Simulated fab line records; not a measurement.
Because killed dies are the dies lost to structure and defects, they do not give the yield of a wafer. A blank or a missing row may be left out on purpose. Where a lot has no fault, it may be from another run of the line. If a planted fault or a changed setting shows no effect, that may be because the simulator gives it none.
Chamber matching	flow n5Finfet	N5_BEOL_M1_DEP_57 on pecvd-01 has 3 sister chambers
The step deposits SiCN from 3MS/NH3, target thk 8 nm, time 14 s. 6 wafers are shown with their chamber, then 10 later ones without.

WAFERS, EACH WITH ITS CHAMBER
wafer	chamber	throttleValvePct (%)	showerheadPlenumPTorr (Torr)
L079.4	1	8.4	3.657
L085.3	2	9.0	3.672
L085.5	2	9.1	3.676
L086.5	1	8.7	3.657
L088.1	0	9.7	3.689
L088.3	0	9.7	3.685

WAFERS WITHOUT THEIR CHAMBER
wafer	throttleValvePct (%)	showerheadPlenumPTorr (Torr)
L088.5	8.4	3.656
L091.1	9.5	3.677
L091.2	8.7	3.650
L091.5	8.7	3.648
L092.1	8.7	3.662
L092.2	9.6	3.690
L092.3	7.9	3.662
L094.2	8.4	3.657
L094.4	8.0	3.672
L094.5	8.6	3.655

THE CHAMBER EACH PASSED THROUGH
wafer	from the rows above	in truth
L088.5	1	1
L091.1	can't be placed: 2 or 0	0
L091.2	1	1
L091.5	1	1
L092.1	1	1
L092.2	0	0
L092.3	1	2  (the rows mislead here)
L094.2	1	1
L094.4	can't be placed: 1 or 2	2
L094.5	1	1
7 of 10 placed correctly. Cannot be placed on the basis of these rows: 2; the candidates contain the true chamber in 2. Number placed wrongly: 1.
How it was worked out, from the rows above alone: a wafer's distance from a chamber is the root of the sum, over the readings, of the square of ((its reading less the chamber's mean) divided by the reading's scatter). If the next closest chamber is less than 2 further off than the closest, the wafer can't be placed; otherwise it belongs to the closest. A chamber's mean is the mean of its shown wafers. The scatter: the root of (the sum of the squares of (reading less its chamber's mean) over the shown wafers, divided by (wafers less chambers)).
